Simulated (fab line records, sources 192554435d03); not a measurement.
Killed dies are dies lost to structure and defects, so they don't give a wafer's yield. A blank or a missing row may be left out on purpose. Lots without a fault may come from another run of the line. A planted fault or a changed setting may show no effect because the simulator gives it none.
Which tool did it? | flow n5_finfet | 12 lots, 36 wafers sampled, at 3 steps of a route of 1938

WHAT THE GAUGES READ, wafer by wafer
N5_BEOL_M12_CD_MEAS_28: target cd 160.2 nm.
lot  | measured     | on        | cd_nm (nm)
L075 | day 11 00:18 | cd_sem-02 | 159.3 158.3 157.8
L077 | day 11 19:40 | cd_sem-03 | 159.3 161.0 160.6
L080 | day 12 05:29 | cd_sem-01 | 158.6 160.6 160.4
L081 | day 12 11:17 | cd_sem-02 | 157.7 159.2 157.3
L085 | day 13 08:14 | cd_sem-02 | 158.4 157.5 159.3
L084 | day 13 19:51 | cd_sem-02 | 162.3 162.1 160.7
L086 | day 14 03:55 | cd_sem-01 | 159.1 159.2 159.2
L088 | day 14 20:18 | cd_sem-03 | 160.6 162.2 159.2
L089 | day 15 08:04 | cd_sem-03 | 159.8 160.6 159.9
L093 | day 15 16:16 | cd_sem-03 | 161.1 161.3 161.0
L095 | day 16 11:30 | cd_sem-02 | 159.6 160.2 160.8
L097 | day 16 22:52 | cd_sem-02 | 157.8 158.4 159.0

WHICH TOOL RAN EACH LOT (tool, then ch and the chambers of the sampled wafers, then the start)
lot  | N5_BEOL_M11_ANNEAL_51            | N5_BEOL_M12_ETCH_59
L075 | rtp_anneal-01 ch 0, day 10 21:46 | rie_diel-02 ch 0,2,3, day 10 23:29
L077 | rtp_anneal-02 ch 0, day 11 17:38 | rie_diel-05 ch 2,3, day 11 18:52
L080 | rtp_anneal-02 ch 0, day 12 03:04 | rie_diel-01 ch 1,2,3, day 12 04:35
L081 | rtp_anneal-01 ch 0, day 12 09:15 | rie_diel-01 ch 0,1,2, day 12 10:30
L085 | rtp_anneal-01 ch 0, day 13 05:50 | rie_diel-02 ch 0,2,3, day 13 07:19
L084 | rtp_anneal-01 ch 0, day 13 17:19 | rie_diel-02 ch 0,2,3, day 13 19:04
L086 | rtp_anneal-02 ch 0, day 14 00:03 | rie_diel-01 ch 0,1, day 14 02:34
L088 | rtp_anneal-02 ch 0, day 14 18:04 | rie_diel-05 ch 1,2,3, day 14 19:26
L089 | rtp_anneal-01 ch 0, day 15 05:32 | rie_diel-05 ch 0,2,3, day 15 07:09
L093 | rtp_anneal-02 ch 0, day 15 14:08 | rie_diel-02 ch 1,2,3, day 15 15:29
L095 | rtp_anneal-02 ch 0, day 16 09:16 | rie_diel-01 ch 1,2,3, day 16 10:35
L097 | rtp_anneal-01 ch 0, day 16 20:26 | rie_diel-01 ch 0,1,3, day 16 21:57
- N5_BEOL_M11_ANNEAL_51: time 90 s.
- N5_BEOL_M12_ETCH_59: etches BARC in N2/H2, target depth 89 nm, overetch 26.7 nm, time 67.9 s.

THE ANSWER, worked out from the rows above alone
Rule: what is usual is taken from the lots themselves. Put in order of their means at a reading, lots are off if they are a third of the lots or fewer, leave a main group of 4 or more, and stand apart from it by a gap of 3 or more times the standard deviation of the main group's means; of several such gaps the widest counts. A main group whose means are all the same, to the digits that the tables above print for the reading, isn't used. A lot without any number at a reading at which 4 lots or more have one is off too. The other lots that the step has rows for count as sound.
No lot is off at any reading shown: from this, nothing can be told.

WHAT THE SIMULATOR HAD PUT IN
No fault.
